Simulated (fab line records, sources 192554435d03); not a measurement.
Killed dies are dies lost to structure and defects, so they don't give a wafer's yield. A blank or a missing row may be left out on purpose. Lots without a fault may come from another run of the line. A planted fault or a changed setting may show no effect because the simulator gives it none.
Chamber matching | flow n5_finfet | N5_BEOL_M7_CURE_75 on uv_cure-02: 3 sister chambers
The step cures SiCOH lowk, time 120 s. 6 wafers are shown with their chamber, then 12 later ones without.

WAFERS WITH THEIR CHAMBER
wafer  | chamber | wafer_temp_C_max | lamp_power_pct (%)
L085.4 | 0       | 371.5            | 52.38
L085.5 | 0       | 371.3            | 52.24
L084.5 | 1       | 372.3            | 52.35
L084.6 | 1       | 372.2            | 52.27
L090.5 | 2       | 372.0            | 52.30
L090.6 | 2       | 371.9            | 52.39

WAFERS WITHOUT THEIR CHAMBER
wafer  | wafer_temp_C_max | lamp_power_pct (%)
L096.2 | 371.5            | 52.27
L096.4 | 371.7            | 52.29
L096.6 | 371.5            | 52.36
L093.2 | 372.9            | 52.40
L093.5 | 372.1            | 52.34
L093.6 | 371.8            | 52.44
L092.3 | 371.8            | 52.39
L092.5 | 371.6            | 52.33
L092.6 | 371.2            | 52.23
L095.1 | 372.2            | 52.35
L095.3 | 372.1            | 52.28
L095.4 | 371.8            | 52.26

WHICH CHAMBER EACH WENT THROUGH
wafer  | from the rows above     | in truth
L096.2 | 0                       | 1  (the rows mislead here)
L096.4 | can't be placed: 2 or 0 | 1
L096.6 | 0                       | 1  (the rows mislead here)
L093.2 | 1                       | 1
L093.5 | can't be placed: 2 or 1 | 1
L093.6 | 2                       | 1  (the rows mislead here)
L092.3 | 2                       | 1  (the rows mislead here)
L092.5 | can't be placed: 0 or 2 | 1
L092.6 | 0                       | 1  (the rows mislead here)
L095.1 | can't be placed: 1 or 2 | 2
L095.3 | can't be placed: 1 or 2 | 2
L095.4 | 2                       | 2
Placed correctly: 2 of 12. Can't be placed from these rows: 5 (the true chamber is among the candidates in 3). Placed wrongly: 5.
How it was worked out, from the rows above alone: a wafer's distance from a chamber is the root of the sum, over the readings, of the square of ((its reading less the chamber's mean) divided by the reading's scatter). The wafer belongs to the nearest chamber; if the next one is less than 2 further off, it can't be placed. A chamber's mean is the mean of its shown wafers. The scatter: the root of (the sum of the squares of (reading less its chamber's mean) over the shown wafers, divided by (wafers less chambers)).
